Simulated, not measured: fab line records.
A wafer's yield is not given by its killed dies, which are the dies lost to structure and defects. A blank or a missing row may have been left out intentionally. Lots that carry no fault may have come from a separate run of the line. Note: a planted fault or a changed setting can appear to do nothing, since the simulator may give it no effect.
Split-lot experiment	flow n5_finfet	route with 1938 steps; 7 lots, 21 wafers read

## THE SPLIT
At N5_BEOL_M15_SPUTTER_44 (material Ta, target thk 15 nm, time 24.19 s), the setting power_w was moved away from the recipe's 15000 W on 4 of the 21 wafers read, by -17.5% to +7.7%. For the rest of the wafers, this setting stayed at what the recipe calls for.

The reading comes from the split's own step.

## THE READING
Ta_of_BEOL_M15_SPUTTER_44.thk_nm (the simulator's own value, which no gauge read), in nm, at N5_BEOL_M15_SPUTTER_44 (material Ta, target thk 15 nm, time 24.19 s). The file does not state a usual value for it. Across the 17 wafers here that went through the recipe, the average is 14.9 nm and the standard deviation 0.16 nm.

wafer	tool, chamber at the split	power_w as run, W	against the recipe	Ta_of_BEOL_M15_SPUTTER_44.thk_nm, nm	against lot-mates on the recipe
L076.1	pvd_sputter-01, -	12380	-17.5%	12.2	-2.6
L076.4	pvd_sputter-01, -	15000	recipe	14.8	-
L076.5	pvd_sputter-01, -	15000	recipe	14.8	-
L080.1	pvd_sputter-01, -	15000	recipe	14.8	-
L080.2	pvd_sputter-01, -	15000	recipe	14.8	-
L080.4	pvd_sputter-01, -	14250	-5.0%	14	-0.8
L081.3	pvd_sputter-02, -	16160	+7.7%	16	+1.2
L081.4	pvd_sputter-02, -	15000	recipe	14.8	-
L081.5	pvd_sputter-02, -	15000	recipe	14.8	-
L090.4	pvd_sputter-01, -	15000	recipe	14.8	-
L090.6	pvd_sputter-01, -	15000	recipe	14.8	-
L090.5	pvd_sputter-01, -	15000	recipe	14.6	-
L091.2	pvd_sputter-02, -	15000	recipe	15.2	-
L091.6	pvd_sputter-02, -	15000	recipe	15.2	-
L091.3	pvd_sputter-02, -	15000	recipe	15	-
L092.2	pvd_sputter-03, -	15000	recipe	14.8	-
L092.4	pvd_sputter-03, -	15000	recipe	15	-
L092.5	pvd_sputter-03, -	15000	recipe	15	-
L097.2	pvd_sputter-03, -	15000	recipe	15	-
L097.3	pvd_sputter-03, -	15000	recipe	15	-
L097.4	pvd_sputter-03, -	13900	-7.3%	14	-1.0

THE FIT
A straight line over all 21 wafers: Ta_of_BEOL_M15_SPUTTER_44.thk_nm changes by +0.15 nm for each +1% of power_w; r = +0.98; the points scatter about the line by 0.16 nm.
The same after taking each lot's own level away (the mean of its wafers on the recipe; 21 wafers): +0.149 nm for each +1%; r = +1.00; scatter 0.07 nm.
According to that fit, moving power_w by its largest amount changes the reading by 2.6 nm.
Measured against the standard deviation above, the lots' own levels, which go from 14.73 to 15.13 nm, span 2.6 times it.
Hence the lot-to-lot level has little effect on the slope; both slopes agree.
Check: with one of the wafers moved furthest among these (-17.5%) left out of the fit, the line predicts -2.6 nm for it against its lot-mates. It came out at -2.6 nm against them.

## FILE'S OWN FIT
Ta_of_BEOL_M15_SPUTTER_44.thk_nm changes by +0.149 nm for each +1% of power_w, r = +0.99.
